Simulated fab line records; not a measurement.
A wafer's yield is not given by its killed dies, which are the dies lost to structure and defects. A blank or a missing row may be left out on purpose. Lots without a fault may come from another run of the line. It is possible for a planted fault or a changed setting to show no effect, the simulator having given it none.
Chamber matching || flow n5-finfet || N5_BEOL_M3_CO_CAP_55 on cvd-co-01: 3 sister chambers
The step material Co, precursor CCTBA/H2, target thk 2 nm, time 102.1 s. 3 wafers are shown with their chamber, then 12 later ones without.

## WAFERS WITH THEIR CHAMBER
{"wafer": "L086.6", "chamber": 2, "heater-power-w (W)": 219}
{"wafer": "L090.5", "chamber": 0, "heater-power-w (W)": 225}
{"wafer": "L090.6", "chamber": 1, "heater-power-w (W)": 207}

## WAFERS MISSING THEIR CHAMBER
{"wafer": "L093.1", "heater-power-w (W)": 209}
{"wafer": "L093.3", "heater-power-w (W)": 203}
{"wafer": "L093.6", "heater-power-w (W)": 219}
{"wafer": "L094.2", "heater-power-w (W)": 207}
{"wafer": "L094.4", "heater-power-w (W)": 229}
{"wafer": "L094.5", "heater-power-w (W)": 217}
{"wafer": "L096.2", "heater-power-w (W)": 207}
{"wafer": "L096.4", "heater-power-w (W)": 229}
{"wafer": "L096.6", "heater-power-w (W)": 214}
{"wafer": "L097.4", "heater-power-w (W)": 211}
{"wafer": "L097.5", "heater-power-w (W)": 229}
{"wafer": "L097.6", "heater-power-w (W)": 210}

## EACH ONE'S CHAMBER
{"wafer": "L093.1", "from the rows above": 1, "in truth": 1}
{"wafer": "L093.3", "from the rows above": 1, "in truth": 1}
{"wafer": "L093.6", "from the rows above": "can't be placed: 2 or 0", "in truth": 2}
{"wafer": "L094.2", "from the rows above": 1, "in truth": 1}
{"wafer": "L094.4", "from the rows above": "can't be placed: 0 or 2", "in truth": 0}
{"wafer": "L094.5", "from the rows above": "can't be placed: 2 or 0", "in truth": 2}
{"wafer": "L096.2", "from the rows above": 1, "in truth": 1}
{"wafer": "L096.4", "from the rows above": "can't be placed: 0 or 2", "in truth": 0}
{"wafer": "L096.6", "from the rows above": "can't be placed: 2 or 1 or 0", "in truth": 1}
{"wafer": "L097.4", "from the rows above": "can't be placed: 1 or 2", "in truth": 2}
{"wafer": "L097.5", "from the rows above": "can't be placed: 0 or 2", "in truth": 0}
{"wafer": "L097.6", "from the rows above": "can't be placed: 1 or 2", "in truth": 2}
Placed correctly: 4 of 12. Unplaceable from these rows: 8, with the true chamber sitting among the candidates in 8. Number placed wrongly: 0.
How it was worked out, from the rows above alone: a wafer's distance from a chamber is the root of the sum, over the readings, of the square of ((its reading less the chamber's mean) divided by the reading's scatter). The wafer belongs to the nearest chamber; if the next one is less than 2 further off, it can't be placed. For every chamber, the mean is computed from those of its wafers that are shown. The scatter: with one shown wafer a chamber, the root of the mean of the squares of how far each hidden wafer lies from its nearest shown one.
